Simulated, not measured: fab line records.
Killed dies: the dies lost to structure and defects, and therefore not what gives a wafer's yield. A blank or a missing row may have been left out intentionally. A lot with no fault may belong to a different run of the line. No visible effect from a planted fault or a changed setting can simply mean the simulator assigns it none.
Problem report, 8D (eight disciplines) form, completed by code :: flow n5 finfet :: the parts of the form that need people (team, actions taken, sign-off) are left out

1. WHAT IS WRONG
killed_at_M4_up at N5_PASSIVATION_PROBE_49 reads a mean of 124 on 3 wafers of 2 lots; wafers without a fault read 12 with a standard deviation of 4.8. That is +23 standard deviations from the usual mean.
Seen first at day 15 16:20 on prober-02, wafer L711.1. The record holds 11 wafers of 4 lots with a number at this step. By rule, "out" or "out of limits" means more than 4 standard deviations away from the usual mean. The rest of the wafers with a number are treated as sound.

2. WHAT IT IS, WHAT IT ISN'T
question: which readings at this step
is: killed_at_M4_up, defect limited yield, killed dies, killed on rim, sort_bin_5_function, sort n pass, sort yield pct
is not: killed_at_M0_to_M3, killed at contacts, killed at front end, killed at other, killed open, killed short, sort_bin_6_memory

question: which lots
is: L710, L711
is not: L702, L708

question: which wafers of those lots
is: L710.1, L710.6, L711.1
is not: L710.3, L711.4, L711.6

question: read on which tools
is: prober-02
is not: prober-01

question: when
is: from day 15 16:20
is not: up to then (5 sound wafers); but 3 sound wafers of L710, L711 came after

3. THE SUSPECTS, EACH WITH WHAT RULES IT OUT
Counting: any tool at a process step up to the reading remains a suspect provided it ran every lot that is out. Sound lots after the first of them don't rule it out here, since some wafers of a struck lot are sound.
- rie diel-03 at N5_BEOL_M10_ETCH_65 (etches SiARC in CF4, target depth 39 nm, time 65 s): kept. Every lot that is out went through it, the first being L711 (day 13 19:04); the last sound lot it ran before that was L708 (day 13 09:53).
- prober-02 at N5_PASSIVATION_PROBE_49: kept. It ran every lot that is out, first L711 (day 15 16:20). Out on those wafers are its own readings of defect limited yield, killed_at_M4_up, killed dies, killed on rim, sort_bin_5_function, sort n pass, sort yield pct.
- At N5_BEOL_M10_ETCH_65, inside rie diel-03: chamber 1 took the wafers that are out, while their sound lot-mates went through chambers 0, 2.
What counting leaves: rie diel-03 at N5_BEOL_M10_ETCH_65 and prober-02 at N5_PASSIVATION_PROBE_49.

4. THE CAUSE (what the simulator had put in)
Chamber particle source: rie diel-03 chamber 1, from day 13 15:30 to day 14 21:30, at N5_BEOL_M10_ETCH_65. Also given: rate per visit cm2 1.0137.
Of the 2 suspects that counting leaves, this tool is one.

5. SEQUENCE OF EFFECTS, ordered by route
One row per reading whose mean, taken over the struck wafers that have a number, lies over 3 standard deviations from the usual. Readings are gone through only where the record gives a usual standard deviation; hours: the median, over the lots, of the time from a lot's start at the first step in this table giving one to that lot's start at this step; sigmas: the change measured in usual standard deviations.
hours: 0
step: N5_PASSIVATION_PROBE_49
reading: defect limited yield
usual: 91.4 %
on struck wafers: 83.0
change: -8.4
sigmas: -5.3

hours: 0
step: N5_PASSIVATION_PROBE_49
reading: killed_at_M4_up
usual: 12
on struck wafers: 124
change: +112
sigmas: +23

hours: 0
step: N5_PASSIVATION_PROBE_49
reading: killed dies
usual: 101
on struck wafers: 201
change: +100
sigmas: +5.2

hours: 0
step: N5_PASSIVATION_PROBE_49
reading: killed on rim
usual: 13
on struck wafers: 30
change: +17
sigmas: +4.1

hours: 0
step: N5_PASSIVATION_PROBE_49
reading: sort_bin_5_function
usual: 5.0 %
on struck wafers: 10.3
change: +5.3
sigmas: +5.3

hours: 0
step: N5_PASSIVATION_PROBE_49
reading: sort n pass
usual: 1079
on struck wafers: 979
change: -100
sigmas: -5.2

hours: 0
step: N5_PASSIVATION_PROBE_49
reading: sort yield pct
usual: 91.4 %
on struck wafers: 83.0
change: -8.4
sigmas: -5.3
It contains these process steps:
- N5_PASSIVATION_PROBE_49

6. HOW IT WOULD HAVE BEEN CAUGHT EARLIER
In this record no reading fell out of limits until day 15 16:20, 49 hours after the fault had begun at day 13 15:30.
Of the tool readings at N5_BEOL_M10_ETCH_65 for which the record gives a usual standard deviation, none was out on any struck wafer, so an alarm limit of 4 standard deviations on them would not have fired.
By day 15 16:20 the whole set of lots that are out, 2 in number, had already begun N5_BEOL_M10_ETCH_65 on rie diel-03. None of them would have been spared by holding the tool at that moment.
